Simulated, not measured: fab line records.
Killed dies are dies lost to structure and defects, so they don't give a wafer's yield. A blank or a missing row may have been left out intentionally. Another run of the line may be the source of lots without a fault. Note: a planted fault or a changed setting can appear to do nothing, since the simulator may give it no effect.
Chamber matching	flow nand harc	NHARC_A_STAIRCASE_DESCUM_252 on rie diel-01 has 4 sister chambers
The step chemistry O2, time 3 s. 8 wafers are shown with their chamber, then 9 later ones without.

WAFERS PAIRED WITH THEIR CHAMBERS
wafer	chamber	drypump motor current A (A)	showerhead plenum p Torr (Torr)
L083.4	0	5.5	2.07
L089.6	1	5.9	1.93
L090.2	0	5.4	2.06
L090.4	2	6.2	1.77
L090.5	2	6.2	1.77
L090.1	3	5.6	1.84
L090.3	1	5.9	1.93
L090.6	3	5.7	1.84

WAFERS WHOSE CHAMBER IS MISSING
wafer	drypump motor current A (A)	showerhead plenum p Torr (Torr)
L091.1	6.2	1.77
L091.2	5.9	1.93
L091.3	5.4	2.06
L092.3	5.9	1.92
L092.4	5.7	1.84
L092.6	5.7	1.84
L094.1	5.5	2.06
L094.3	5.9	1.92
L094.4	5.7	1.83

EACH ONE'S CHAMBER
wafer	from the rows above	in truth
L091.1	2	2
L091.2	1	1
L091.3	0	0
L092.3	1	1
L092.4	3	3
L092.6	3	3
L094.1	0	0
L094.3	1	1
L094.4	3	3
Placed correctly: 9 of 9. From these rows, 0 cannot be placed. Wrongly placed: 0.
How it was worked out, from the rows above alone: a wafer's distance from a chamber is the root of the sum, over the readings, of the square of ((its reading less the chamber's mean) divided by the reading's scatter). The wafer belongs to the nearest chamber; if the next one is less than 2 further off, it can't be placed. The mean given for a chamber averages the wafers shown for that chamber. The scatter is the square root of a quotient: the sum, over the shown wafers, of each reading's squared deviation from its chamber's mean, divided by wafers minus chambers.
